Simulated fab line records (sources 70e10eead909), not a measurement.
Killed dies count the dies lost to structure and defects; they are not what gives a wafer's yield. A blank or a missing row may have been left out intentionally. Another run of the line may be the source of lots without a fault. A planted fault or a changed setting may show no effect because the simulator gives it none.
fab line records	flow nand_harc
record lots=24	wafers=72	last_day=25
route steps=1159 shown A_M0@1005 A_M1@1039
lots that met no fault: taken from a fault-free run of the same line
start_h: the number of hours between the record's first day and the start of the first shown wafer of the lot	wait_h: time in hours since the lot's previous step	" as in the row above	L1.1+2: a single row standing in for several wafers	- either no value or no given start	* or withheld: withheld	< > ~ a bound
route shown NAME@n: NAME is a module with steps in the file, n the number in the route of the first one	usual: mean and standard deviation over wafers with no fault	same: alike in all rows	chamber/n: place in a boat	sites: each site's reading	_std_site: standard deviation of those values	_edge_site: mean of outer sites minus mean of inner sites	radius_mm: how far each site lies from the wafer's centre	mask NAME#n: copy n	behind: the most recent tool/chamber to have shaped the wafer	hold: the reason the lot was held/the length of the hold in hours/how it ended	device: names the non-switching transistor (n, p or np)	end of line: the same wafers' tests at the end of the route	a step without rows: its recipe alone	killed: not the wafer's yield, but the dies lost to structure and defects at the first sort	map: a wafer's dies, x killed, . not, _ none there
set.NAME: the setting the step ran with; set.NAME@STEP: the setting that earlier step ran with	model.NAME: the simulator's own value behind a step, which no gauge read
a sample of lots followed through the steps of the route, with each step as a table and each wafer as a row
services: from which hour (start_h, from the record's first day; less than 0 if before it) a tool's chamber was out of use, for how many hours, and why
## steps
# step NHARC_A_M0_OVL_MEAS_10
# recipe pitch_nm=160
# usual overlay_x_nm=-0.1/1	overlay_y_nm=0.0/0.88
lot.wafer	tool	chamber	start_h	wait_h	overlay_x_nm	overlay_y_nm
L075.4	overlay-02	-	407.74	-	-1.5	-0.5
L075.5	"	-	"	"	-1.7	-0.6
L075.6	"	-	"	"	-1.8	0.2
L076.1	overlay-02	-	408.06	-	-1.2	1.5
L076.2	"	-	"	"	-1.2	1.1
L076.5	"	-	"	"	-0.6	0.8
L074.1	overlay-01	-	411.84	-	-0.6	1.0
L074.2	"	-	"	"	-0.7	1.2
L074.6	"	-	"	"	-0.5	0.7
L079.1	overlay-02	-	422.50	-	-2.0	-1.2
L079.3	"	-	"	"	-2.4	-0.7
L079.4	"	-	"	"	-2.5	-0.8
L080.3	overlay-01	-	426.51	-	0.5	-1.7
L080.5	"	-	"	"	1.1	-1.2
L080.6	"	-	"	"	0.6	-0.7
L077.1	overlay-01	-	436.22	-	-1.8	0.8
L077.5	"	-	"	"	-1.1	1.2
L077.6	"	-	"	"	-1.6	1.1
L078.2	overlay-01	-	440.62	-	0.8	0.2
L078.3	"	-	"	"	0.6	0.6
L078.4	"	-	"	"	0.9	0.3
L081.2	overlay-01	-	442.91	-	1.0	1.1
L081.4	"	-	"	"	1.5	1.6
L081.5	"	-	"	"	1.5	0.8
L083.1	overlay-01	-	453.29	-	0.7	0.1
L083.4	"	-	"	"	1.1	0.6
L083.6	"	-	"	"	1.2	0.8
L082.1	overlay-01	-	457.74	-	-0.7	-1.5
L082.2	"	-	"	"	-0.4	-1.2
L082.3	"	-	"	"	-0.1	-0.9
L084.2	overlay-01	-	467.23	-	-0.2	-0.7
L084.4	"	-	"	"	-0.9	-0.9
L084.6	"	-	"	"	-1.0	-0.1
L088.4	overlay-02	-	470.96	-	-0.4	-0.9
L088.5	"	-	"	"	-0.3	-1.3
L088.6	"	-	"	"	-0.9	-1.0
L085.1	overlay-02	-	471.29	-	-0.4	1.1
L085.2	"	-	"	"	-0.4	1.2
L085.4	"	-	"	"	-0.6	1.4
L086.1	overlay-02	-	482.62	-	0.4	-0.2
L086.4	"	-	"	"	-0.3	0.0
L086.5	"	-	"	"	0.0	0.3
L090.1	overlay-01	-	507.60	-	0.3	-1.0
L090.2	"	-	"	"	0.2	-1.0
L090.4	"	-	"	"	-0.6	-1.2
L087.1	overlay-02	-	508.04	-	-0.2	0.0
L087.2	"	-	"	"	-0.6	0.2
L087.4	"	-	"	"	-0.2	-0.1
L089.1	overlay-01	-	509.17	-	1.9	0.0
L089.2	"	-	"	"	2.3	0.4
L089.5	"	-	"	"	1.6	0.1
L091.2	overlay-01	-	512.24	-	0.7	-0.4
L091.3	"	-	"	"	0.5	-1.1
L091.6	"	-	"	"	0.8	-1.0
L093.3	overlay-02	-	513.07	-	1.2	-0.5
L093.5	"	-	"	"	1.3	-0.7
L093.6	"	-	"	"	0.8	-0.1
L094.1	overlay-01	-	513.56	-	0.7	0.4
L094.2	"	-	"	"	0.3	0.7
L094.6	"	-	"	"	0.4	0.5
L092.1	overlay-02	-	514.41	-	-0.7	1.2
L092.3	"	-	"	"	0.4	1.3
L092.4	"	-	"	"	-0.1	1.4
L095.3	overlay-02	-	518.97	-	-0.2	-0.6
L095.5	"	-	"	"	0.1	0.3
L095.6	"	-	"	"	0.0	-0.1
L096.1	overlay-02	-	535.07	-	-0.5	0.5
L096.2	"	-	"	"	-0.7	0.7
L096.4	"	-	"	"	0.2	0.8
L097.1	overlay-01	-	541.43	-	-0.4	0.2
L097.2	"	-	"	"	-0.1	0.3
L097.4	"	-	"	"	-0.3	-0.1
# step NHARC_A_M0_ETCH_34
# recipe target_depth_a=400	overetch_a=120	time_s=43.94	ion_energy_ev=200	n2_flow_sccm=150	h2_flow_sccm=150	ar_flow_sccm=0	rf_w=400	bias_w=150	chemistry=N2/H2
# usual drypump_motor_current_A=5.8/0.48	h2_flow_sccm=150.0/0.45	oes_product_au=1.002/0.011	rf_vpp_V=429.0/2.6	showerhead_plenum_p_Torr=1.99/0.093	throttle_valve_pct=14.171/0.0096
lot.wafer	tool	chamber	start_h	wait_h	drypump_motor_current_A	h2_flow_sccm	oes_product_au	rf_hours_counter_h	rf_vpp_V	showerhead_plenum_p_Torr	throttle_valve_pct
L075.5	rie_diel-08	0	407.96	0.1	6.3	149.6	1.012	-	429.2	2.02	14.171
L075.6	"	1	"	"	5.9	149.9	0.984	-	426.1	1.90	14.163
L075.4	"	3	"	"	5.7	150.0	0.982	-	430.7	2.04	14.181
L076.2	rie_diel-01	1	408.26	0.1	4.8	150.8	1.007	5	434.2	2.17	14.169
L076.1	"	2	"	"	6.0	150.2	1.030	5	428.4	1.94	14.163
L076.5	"	1	"	"	4.8	150.2	1.009	-	434.8	2.17	14.162
L074.1	rie_diel-01	2	412.02	0.1	6.1	149.6	1.011	6	426.0	1.94	14.182
L074.2	"	1	"	"	4.8	150.3	1.002	6	434.4	2.17	14.163
L074.6	"	3	"	"	5.8	149.6	1.023	-	430.2	1.99	14.180
L079.3	rie_diel-01	3	422.69	0.1	5.8	150.2	1.012	7	427.6	1.99	14.172
L079.4	"	0	"	"	6.0	150.2	1.013	7	425.8	1.91	14.172
L079.1	"	1	"	"	4.8	149.7	1.007	7	434.5	2.17	14.182
L080.3	rie_diel-08	1	426.69	0.1	5.9	150.9	0.993	8	426.6	1.90	14.158
L080.5	"	1	"	"	6.0	150.3	0.990	-	427.2	1.90	14.176
L080.6	"	2	"	"	5.4	150.6	1.004	-	427.9	1.97	14.177
L077.1	rie_diel-04	2	436.41	0.1	5.7	149.4	0.989	9	425.6	1.90	14.170
L077.6	"	1	"	"	6.6	149.8	1.001	-	430.5	2.00	14.180
L077.5	"	2	"	"	5.7	149.5	0.986	-	426.4	1.90	14.182
L078.3	rie_diel-01	3	440.80	0.1	5.8	150.8	1.022	8	430.1	1.99	14.174
L078.4	"	1	"	"	4.8	150.4	1.008	9	434.8	2.17	14.180
L078.2	"	2	"	"	6.1	149.6	1.013	8	429.0	1.94	14.157
L081.2	rie_diel-08	1	443.10	0.1	5.9	149.8	0.991	9	427.5	1.90	14.179
L081.4	"	2	"	"	5.4	149.9	0.992	9	429.5	1.97	14.173
L081.5	"	0	"	"	6.3	150.1	0.989	-	429.2	2.02	14.178
L083.1	rie_diel-08	0	453.49	0.1	6.3	150.1	0.996	11	429.9	2.02	14.158
L083.4	"	3	"	"	5.6	150.1	0.984	-	429.7	2.04	14.195
L083.6	"	0	"	"	6.3	149.7	0.993	-	429.8	2.02	14.173
L082.1	rie_diel-04	1	457.93	0.1	6.6	150.2	1.013	10	429.6	2.00	14.175
L082.2	"	3	"	"	5.2	150.3	0.997	10	434.0	2.19	14.166
L082.3	"	0	"	"	5.3	149.8	0.990	11	426.8	1.91	14.168
L084.4	rie_diel-08	2	467.42	0.1	5.4	149.8	0.995	11	426.0	1.97	14.168
L084.2	"	0	"	"	6.3	149.9	1.007	11	430.4	2.02	14.156
L084.6	"	1	"	"	5.9	149.7	0.991	-	426.9	1.90	14.159
L088.4	rie_diel-08	3	471.23	0.1	5.7	149.6	0.990	-	429.7	2.04	14.178
L088.6	"	0	"	"	6.3	148.5	1.006	-	428.6	2.02	14.185
L088.5	"	1	"	"	6.0	149.7	0.996	-	426.5	1.90	14.166
L085.4	rie_diel-01	0	471.47	0.1	6.0	150.2	1.014	11	427.3	1.90	14.170
L085.2	"	1	"	"	4.8	150.1	1.000	11	432.6	2.17	14.159
L085.1	"	3	"	"	5.8	150.2	1.028	11	429.7	1.98	14.177
L086.1	rie_diel-04	2	482.80	0.1	5.7	148.8	0.996	0	426.1	1.90	14.171
L086.4	"	3	"	"	5.2	149.9	1.000	0	433.2	2.19	14.178
L086.5	"	2	"	"	5.7	148.9	1.004	-	426.5	1.90	14.177
L090.2	rie_diel-08	1	507.78	0.1	6.0	150.1	1.004	1	426.2	1.90	14.166
L090.4	"	2	"	"	5.4	150.2	1.008	1	429.9	1.97	14.194
L090.1	"	3	"	"	5.6	150.4	0.993	1	430.6	2.04	14.164
L087.4	rie_diel-04	1	508.22	0.1	6.6	150.4	0.996	2	430.5	2.00	14.162
L087.2	"	2	"	"	5.7	150.5	1.005	2	427.2	1.90	14.166
L087.1	"	3	"	"	5.2	150.1	1.010	2	434.1	2.19	14.168
L089.2	rie_diel-01	3	509.36	0.1	5.8	150.3	1.004	1	429.8	1.98	14.164
L089.1	"	1	"	"	4.8	150.3	1.004	1	433.4	2.17	14.177
L089.5	"	0	"	"	6.0	150.1	1.021	-	426.5	1.90	14.161
L091.2	rie_diel-08	0	512.44	0.1	6.3	149.6	1.005	2	430.5	2.01	14.181
L091.3	"	2	"	"	5.3	149.7	1.010	2	429.8	1.96	14.177
L091.6	"	0	"	"	6.3	149.9	1.008	-	429.9	2.01	14.154
L093.3	rie_diel-04	3	513.27	0.1	5.2	150.6	0.995	3	434.7	2.19	14.162
L093.5	"	0	"	"	5.3	150.2	0.997	-	424.7	1.91	14.172
L093.6	"	1	"	"	6.6	150.0	0.996	-	427.5	2.00	14.175
L094.2	rie_diel-01	0	513.75	0.1	6.1	149.7	1.025	1	427.1	1.90	14.179
L094.1	"	1	"	"	4.8	150.0	1.015	1	435.9	2.16	14.153
L094.6	"	3	"	"	5.8	149.6	1.005	-	429.5	1.98	14.166
L092.1	rie_diel-04	0	514.59	0.1	5.3	149.6	1.003	3	426.9	1.91	14.162
L092.4	"	1	"	"	6.6	150.3	0.993	3	429.8	2.00	14.151
L092.3	"	2	"	"	5.7	150.5	1.000	2	426.1	1.90	14.176
L095.3	rie_diel-04	2	519.15	0.1	5.8	149.7	0.989	2	427.9	1.90	14.167
L095.6	"	2	"	"	5.7	149.8	0.994	-	426.3	1.90	14.175
L095.5	"	3	"	"	5.2	150.1	0.997	-	434.3	2.19	14.157
L096.1	rie_diel-04	1	535.25	0.1	6.6	149.6	1.002	4	430.0	2.00	14.180
L096.2	"	3	"	"	5.2	150.1	1.002	4	433.8	2.19	14.156
L096.4	"	0	"	"	5.3	149.9	0.994	4	426.5	1.91	14.178
L097.4	rie_diel-01	0	541.61	0.1	6.0	149.7	1.017	3	427.3	1.90	14.180
L097.1	"	1	"	"	4.8	149.7	0.997	3	433.1	2.16	14.171
L097.2	"	2	"	"	6.0	149.8	1.013	3	427.8	1.94	14.167
# step NHARC_A_M0_ETCH_15
# recipe target_depth_a=1500	overetch_a=150	time_s=82.5	c4f8_flow_sccm=withheld	ar_flow_sccm=400	rf_w=600	bias_w=300	chemistry=C4F8/Ar
# usual oes_product_au=0.953/0.024	rf_vpp_V=439.4/2.7
lot.wafer	tool	chamber	start_h	wait_h	oes_product_au	rf_hours_counter_h	rf_vpp_V
L075.6	rie_diel-08	3	-	-	0.911	-	440.5
L075.4	"	0	"	"	0.936	-	441.6
L075.5	"	1	"	"	0.919	-	436.7
L076.2	rie_diel-01	1	-	-	0.922	5	443.9
L076.1	"	3	"	"	0.932	5	439.3
L076.5	"	2	"	"	0.938	-	439.7
L074.2	rie_diel-01	0	-	-	0.929	6	437.2
L074.1	"	3	"	"	0.938	6	438.3
L074.6	"	0	"	"	0.937	-	436.4
L079.4	rie_diel-01	1	-	-	0.940	7	444.1
L079.3	"	2	"	"	0.932	7	439.0
L079.1	"	0	"	"	0.954	7	436.6
L080.3	rie_diel-08	1	-	-	0.968	8	438.3
L080.5	"	1	"	"	0.967	-	436.6
L080.6	"	2	"	"	0.965	-	439.5
L077.1	rie_diel-04	0	-	-	0.960	10	436.7
L077.5	"	2	"	"	0.978	-	436.4
L077.6	"	3	"	"	0.952	-	444.4
L078.2	rie_diel-01	2	-	-	0.938	8	436.8
L078.4	"	3	"	"	0.934	8	439.7
L078.3	"	1	"	"	0.931	9	444.7
L081.4	rie_diel-08	2	-	-	0.959	9	438.3
L081.2	"	3	"	"	0.948	11	439.4
L081.5	"	1	"	"	0.973	-	436.1
L083.1	rie_diel-08	3	-	-	0.906	12	438.4
L083.6	"	0	"	"	0.926	-	439.8
L083.4	"	1	"	"	0.919	-	436.2
L082.3	rie_diel-04	1	-	-	0.931	10	439.1
L082.1	"	2	"	"	0.915	10	435.8
L082.2	"	0	"	"	0.908	11	436.8
L084.4	rie_diel-08	2	-	-	0.930	11	438.0
L084.2	"	0	"	"	0.935	11	440.4
L084.6	"	2	"	"	0.924	-	438.8
L088.6	rie_diel-08	0	-	-	0.966	-	440.3
L088.5	"	1	"	"	0.943	-	437.6
L088.4	"	3	"	"	0.932	-	441.9
L085.2	rie_diel-01	2	-	-	0.945	10	438.4
L085.1	"	3	"	"	0.956	11	439.4
L085.4	"	1	"	"	0.930	11	444.4
L086.1	rie_diel-04	3	-	-	0.971	0	445.7
L086.4	"	0	"	"	0.967	0	437.8
L086.5	"	2	"	"	0.958	-	438.1
L090.4	rie_diel-08	1	-	-	0.973	1	436.0
L090.1	"	2	"	"	0.978	1	439.2
L090.2	"	0	"	"	0.959	1	439.9
L087.4	rie_diel-04	1	-	-	0.962	2	441.1
L087.1	"	2	"	"	0.950	2	437.4
L087.2	"	3	"	"	0.975	2	444.9
L089.2	rie_diel-01	2	-	-	0.982	1	437.8
L089.1	"	0	"	"	0.994	1	436.6
L089.5	"	1	"	"	0.982	-	444.1
L091.3	rie_diel-08	3	-	-	0.919	2	441.2
L091.2	"	0	"	"	0.925	2	439.6
L091.6	"	0	"	"	0.924	-	439.8
L093.3	rie_diel-04	0	-	-	0.975	3	438.0
L093.5	"	1	"	"	0.961	-	439.3
L093.6	"	2	"	"	0.957	-	437.3
L094.1	rie_diel-01	3	-	-	0.992	1	439.8
L094.2	"	2	"	"	0.979	2	437.7
L094.6	"	0	"	"	0.986	-	436.7
L092.3	rie_diel-04	0	-	-	0.968	3	436.5
L092.4	"	2	"	"	0.959	2	437.2
L092.1	"	3	"	"	0.959	3	445.4
L095.3	rie_diel-04	0	-	-	0.971	3	435.9
L095.6	"	3	"	"	0.990	-	446.2
L095.5	"	0	"	"	0.971	-	438.4
L096.4	rie_diel-04	1	-	-	0.969	4	438.4
L096.2	"	2	"	"	0.959	3	436.8
L096.1	"	0	"	"	0.977	4	436.1
L097.4	rie_diel-01	3	-	-	0.990	3	439.3
L097.2	"	0	"	"	0.991	3	437.2
L097.1	"	2	"	"	0.982	3	438.9
# step NHARC_A_M0_INSPECT_27
# usual raw_defect_count=430/110
lot.wafer	tool	chamber	start_h	wait_h	raw_defect_count
L075.4	defect_inspect-01	-	410.40	0.0	547
L075.5	"	-	"	"	386
L075.6	"	-	"	"	396
L076.1	defect_inspect-01	-	410.69	0.1	516
L076.2	"	-	"	"	416
L076.5	"	-	"	"	517
L074.1	defect_inspect-01	-	414.41	0.0	418
L074.2	"	-	"	"	368
L074.6	"	-	"	"	348
L079.1	defect_inspect-01	-	425.11	0.0	622
L079.3	"	-	"	"	421
L079.4	"	-	"	"	480
L080.3	defect_inspect-02	-	429.09	0.0	384
L080.5	"	-	"	"	415
L080.6	"	-	"	"	371
L077.1	defect_inspect-02	-	438.79	0.0	382
L077.5	"	-	"	"	365
L077.6	"	-	"	"	353
L078.2	defect_inspect-02	-	443.28	0.0	728
L078.3	"	-	"	"	427
L078.4	"	-	"	"	650
L081.2	defect_inspect-02	-	445.50	0.0	789
L081.4	"	-	"	"	442
L081.5	"	-	"	"	313
L083.1	defect_inspect-01	-	456.06	0.0	702
L083.4	"	-	"	"	753
L083.6	"	-	"	"	477
L082.1	defect_inspect-02	-	460.43	0.0	473
L082.2	"	-	"	"	325
L082.3	"	-	"	"	347
L084.2	defect_inspect-01	-	469.82	0.0	437
L084.4	"	-	"	"	319
L084.6	"	-	"	"	456
L088.4	defect_inspect-02	-	473.78	0.0	458
L088.5	"	-	"	"	350
L088.6	"	-	"	"	466
L085.1	defect_inspect-02	-	473.85	0.0	330
L085.2	"	-	"	"	330
L085.4	"	-	"	"	299
L086.1	defect_inspect-02	-	485.23	0.0	433
L086.4	"	-	"	"	520
L086.5	"	-	"	"	410
L090.1	defect_inspect-02	-	510.23	0.0	239
L090.2	"	-	"	"	319
L090.4	"	-	"	"	372
L087.1	defect_inspect-01	-	510.63	0.0	370
L087.2	"	-	"	"	591
L087.4	"	-	"	"	312
L089.1	defect_inspect-01	-	511.78	0.1	281
L089.2	"	-	"	"	264
L089.5	"	-	"	"	259
L091.2	defect_inspect-01	-	514.91	0.0	361
L091.3	"	-	"	"	422
L091.6	"	-	"	"	307
L093.3	defect_inspect-01	-	515.92	0.0	361
L093.5	"	-	"	"	405
L093.6	"	-	"	"	539
L094.1	defect_inspect-02	-	516.23	0.0	515
L094.2	"	-	"	"	605
L094.6	"	-	"	"	490
L092.1	defect_inspect-02	-	517.03	0.0	432
L092.3	"	-	"	"	558
L092.4	"	-	"	"	544
L095.3	defect_inspect-01	-	521.54	0.0	415
L095.5	"	-	"	"	473
L095.6	"	-	"	"	429
L096.1	defect_inspect-02	-	537.95	0.0	517
L096.2	"	-	"	"	390
L096.4	"	-	"	"	449
L097.1	defect_inspect-02	-	544.02	0.0	303
L097.2	"	-	"	"	390
L097.4	"	-	"	"	525
# step NHARC_A_M1_DESCUM_14
# recipe time_s=3	o2_flow_sccm=200	ar_flow_sccm=0	bias_power_w=0	chemistry=O2
# usual drypump_motor_current_A=5.6/0.46	oes_product_au=1.000/0.0079	rf_vpp_V=57.8/0.9	showerhead_plenum_p_Torr=1.93/0.092	throttle_valve_pct=11.310/0.0098
lot.wafer	tool	chamber	start_h	wait_h	drypump_motor_current_A	oes_product_au	rf_hours_counter_h	rf_vpp_V	showerhead_plenum_p_Torr	throttle_valve_pct
L075.4	rie_diel-10	2	412.06	0.1	5.3	0.993	1	58.7	2.04	11.313
L075.5	"	2	"	"	5.3	1.017	-	58.1	2.04	11.317
L075.6	"	3	"	"	5.9	1.016	-	58.0	1.94	11.321
L076.2	rie_diel-10	1	412.29	0.1	5.5	0.991	1	56.6	1.84	11.313
L076.1	"	3	"	"	6.0	1.018	1	58.0	1.94	11.338
L076.5	"	1	"	"	5.5	0.997	-	59.2	1.84	11.313
L074.2	rie_diel-10	0	415.87	0.1	5.2	0.988	1	57.8	1.81	11.316
L074.1	"	3	"	"	6.0	0.998	1	58.9	1.94	11.324
L074.6	"	1	"	"	5.6	0.999	-	58.0	1.84	11.320
L079.3	rie_diel-07	1	426.74	0.1	4.9	0.989	0	58.1	1.94	11.301
L079.4	"	2	"	"	5.8	0.993	0	58.3	1.95	11.316
L079.1	"	3	"	"	6.3	0.982	0	57.6	1.79	11.321
L080.3	rie_diel-12	3	430.69	0.1	5.0	1.004	4	57.2	1.82	11.293
L080.6	"	3	"	"	5.0	1.003	-	57.5	1.82	11.304
L080.5	"	0	"	"	6.5	0.987	-	58.6	2.06	11.299
L077.1	rie_diel-10	1	440.38	0.1	5.5	0.987	2	57.5	1.84	11.298
L077.5	"	1	"	"	5.6	0.986	-	58.6	1.84	11.315
L077.6	"	2	"	"	5.3	0.997	-	59.1	2.04	11.309
L078.2	rie_diel-12	2	445.13	0.1	5.8	1.003	5	57.4	2.06	11.316
L078.3	"	3	"	"	5.0	0.999	6	57.3	1.82	11.303
L078.4	"	1	"	"	6.3	1.009	5	59.4	2.04	11.313
L081.4	rie_diel-10	2	447.10	0.1	5.3	1.009	2	58.1	2.04	11.311
L081.2	"	3	"	"	5.9	1.009	2	58.0	1.94	11.308
L081.5	"	2	"	"	5.3	1.005	-	57.9	2.04	11.321
L083.4	rie_diel-07	1	457.69	0.1	4.9	1.003	2	58.2	1.94	11.313
L083.1	"	2	"	"	5.7	0.999	1	58.1	1.95	11.310
L083.6	"	0	"	"	5.6	0.991	-	57.5	1.94	11.304
L082.1	rie_diel-10	2	462.02	0.1	5.3	1.006	2	58.6	2.04	11.296
L082.2	"	3	"	"	5.9	1.004	2	57.5	1.94	11.293
L082.3	"	0	"	"	5.2	1.001	2	57.0	1.81	11.308
L084.2	rie_diel-10	1	471.47	0.1	5.5	0.994	2	57.8	1.84	11.315
L084.4	"	3	"	"	5.9	1.015	-	59.2	1.94	11.319
L084.6	"	1	"	"	5.5	1.009	-	57.3	1.84	11.315
L088.4	rie_diel-07	1	475.39	0.1	4.9	1.009	3	56.8	1.94	11.327
L088.6	"	2	"	"	5.7	1.003	-	56.4	1.95	11.313
L088.5	"	3	"	"	6.3	1.004	-	56.9	1.79	11.312
L085.2	rie_diel-10	0	475.56	0.1	5.2	1.004	2	56.8	1.81	11.304
L085.1	"	1	"	"	5.6	0.995	3	56.3	1.84	11.328
L085.4	"	2	"	"	5.3	1.001	3	57.0	2.04	11.305
L086.1	rie_diel-07	0	487.09	0.1	5.7	0.998	4	56.5	1.94	11.314
L086.4	"	1	"	"	4.9	1.001	3	58.3	1.94	11.297
L086.5	"	1	"	"	4.9	1.010	-	58.3	1.94	11.310
L090.2	rie_diel-12	3	511.80	0.1	5.0	0.987	10	57.7	1.82	11.301
L090.4	"	0	"	"	6.5	0.999	11	58.5	2.05	11.306
L090.1	"	2	"	"	5.8	1.001	10	57.4	2.06	11.305
L087.4	rie_diel-12	1	512.21	0.1	6.3	1.004	11	58.5	2.04	11.300
L087.1	"	2	"	"	5.8	1.004	10	59.3	2.06	11.302
L087.2	"	0	"	"	6.5	1.002	11	58.6	2.05	11.303
L089.1	rie_diel-07	0	513.54	0.1	5.7	0.999	4	57.6	1.94	11.288
L089.2	"	2	"	"	5.7	1.004	4	58.6	1.95	11.328
L089.5	"	0	"	"	5.7	1.000	-	57.9	1.94	11.323
L091.2	rie_diel-12	2	516.51	0.1	5.8	0.991	10	57.6	2.06	11.309
L091.3	"	3	"	"	5.0	0.988	11	56.8	1.82	11.314
L091.6	"	2	"	"	5.8	0.993	-	58.0	2.06	11.293
L093.3	rie_diel-07	3	517.61	0.1	6.3	0.983	4	55.7	1.79	11.316
L093.5	"	1	"	"	4.9	1.015	-	57.1	1.94	11.308
L093.6	"	2	"	"	5.7	1.000	-	58.6	1.95	11.332
L094.1	rie_diel-07	0	518.56	0.1	5.7	1.014	4	56.8	1.94	11.314
L094.2	"	1	"	"	4.9	1.012	4	56.8	1.94	11.310
L094.6	"	3	"	"	6.3	1.005	-	56.1	1.79	11.311
L092.3	rie_diel-07	1	519.65	0.1	4.9	1.008	4	57.0	1.94	11.289
L092.1	"	2	"	"	5.7	1.008	4	58.9	1.95	11.297
L092.4	"	0	"	"	5.7	1.005	4	58.2	1.94	11.310
L095.3	rie_diel-10	3	523.14	0.1	5.9	1.003	4	56.5	1.94	11.311
L095.6	"	1	"	"	5.5	0.978	-	57.5	1.84	11.314
L095.5	"	2	"	"	5.3	0.994	-	59.8	2.04	11.311
L096.2	rie_diel-10	1	539.67	0.1	5.5	0.985	0	58.6	1.84	11.302
L096.4	"	2	"	"	5.3	0.993	0	59.0	2.04	11.293
L096.1	"	0	"	"	5.2	0.999	0	58.8	1.80	11.313
L097.4	rie_diel-07	2	545.61	0.1	5.7	1.003	6	58.1	1.95	11.311
L097.2	"	3	"	"	6.2	1.003	7	56.1	1.79	11.308
L097.1	"	0	"	"	5.7	1.009	7	57.8	1.94	11.319
# step NHARC_A_M1_CD_MEAS_16
# usual cd_nm=120.3/0.9
lot.wafer	tool	chamber	start_h	wait_h	cd_nm
L075.4	cd_sem-01	-	412.37	-	119.9
L075.5	"	-	"	"	121.3
L075.6	"	-	"	"	119.6
L076.1	cd_sem-02	-	412.59	-	120.7
L076.2	"	-	"	"	120.2
L076.5	"	-	"	"	120.3
L074.1	cd_sem-01	-	416.18	-	120.3
L074.2	"	-	"	"	120.5
L074.6	"	-	"	"	119.7
L079.1	cd_sem-01	-	427.04	-	120.3
L079.3	"	-	"	"	119.3
L079.4	"	-	"	"	120.1
L080.3	cd_sem-01	-	431.00	-	120.0
L080.5	"	-	"	"	121.1
L080.6	"	-	"	"	120.3
L077.1	cd_sem-03	-	440.68	-	120.5
L077.5	"	-	"	"	120.3
L077.6	"	-	"	"	121.6
L078.2	cd_sem-02	-	445.43	-	120.5
L078.3	"	-	"	"	119.0
L078.4	"	-	"	"	120.1
L081.2	cd_sem-03	-	447.40	-	120.6
L081.4	"	-	"	"	121.9
L081.5	"	-	"	"	119.4
L083.1	cd_sem-02	-	457.98	-	120.6
L083.4	"	-	"	"	120.0
L083.6	"	-	"	"	118.5
L082.1	cd_sem-02	-	462.32	-	121.9
L082.2	"	-	"	"	120.0
L082.3	"	-	"	"	121.9
L084.2	cd_sem-01	-	471.80	-	121.1
L084.4	"	-	"	"	120.4
L084.6	"	-	"	"	120.2
L088.4	cd_sem-02	-	475.67	-	118.8
L088.5	"	-	"	"	117.8
L088.6	"	-	"	"	119.9
L085.1	cd_sem-01	-	475.85	-	121.3
L085.2	"	-	"	"	121.3
L085.4	"	-	"	"	120.6
L086.1	cd_sem-02	-	487.84	-	120.6
L086.4	"	-	"	"	118.7
L086.5	"	-	"	"	120.6
L090.1	cd_sem-01	-	512.11	-	119.7
L090.2	"	-	"	"	120.5
L090.4	"	-	"	"	121.2
L087.1	cd_sem-02	-	512.51	-	119.8
L087.2	"	-	"	"	120.9
L087.4	"	-	"	"	121.2
L089.1	cd_sem-02	-	513.83	-	119.8
L089.2	"	-	"	"	121.3
L089.5	"	-	"	"	121.2
L091.2	cd_sem-02	-	516.80	-	120.5
L091.3	"	-	"	"	119.0
L091.6	"	-	"	"	120.6
L093.3	cd_sem-02	-	517.90	-	118.6
L093.5	"	-	"	"	120.8
L093.6	"	-	"	"	119.0
L094.1	cd_sem-02	-	518.85	-	121.5
L094.2	"	-	"	"	121.0
L094.6	"	-	"	"	119.2
L092.1	cd_sem-03	-	519.95	-	120.4
L092.3	"	-	"	"	120.2
L092.4	"	-	"	"	120.5
L095.3	cd_sem-02	-	523.44	-	120.2
L095.5	"	-	"	"	121.6
L095.6	"	-	"	"	120.2
L096.1	cd_sem-01	-	539.97	-	121.8
L096.2	"	-	"	"	120.3
L096.4	"	-	"	"	120.8
L097.1	cd_sem-02	-	545.90	-	119.7
L097.2	"	-	"	"	119.4
L097.4	"	-	"	"	119.2
## services
tool	chamber	start_h	hours	kind
rie_diel-08	0	384.34	-	clean
rie_diel-08	1	384.34	-	clean
rie_diel-08	2	384.34	-	clean
rie_diel-08	3	384.34	-	clean
rie_diel-04	0	395.90	-	clean
rie_diel-08	2	404.82	6.8	repair
rie_diel-07	-	405.20	9.0	pm
rie_diel-01	2	417.81	4.4	repair
rie_diel-10	0	421.64	12.1	repair
rie_diel-08	1	429.20	4.5	repair
rie_diel-07	1	434.86	5.7	repair
rie_diel-08	2	448.00	11.9	repair
rie_diel-07	-	454.25	0.5	repair
rie_diel-08	0	460.50	2.8	repair
rie_diel-04	-	465.90	9.0	pm
rie_diel-08	2	468.44	9.8	repair
rie_diel-10	0	469.51	3.1	repair
rie_diel-10	0	476.35	1.3	repair
rie_diel-07	-	476.56	0.8	repair
rie_diel-08	-	478.81	9.0	pm
rie_diel-01	-	491.85	9.0	pm
rie_diel-07	-	503.83	0.5	repair
rie_diel-10	-	530.50	9.0	pm
rie_diel-07	2	530.60	10.0	repair
## key
fault none
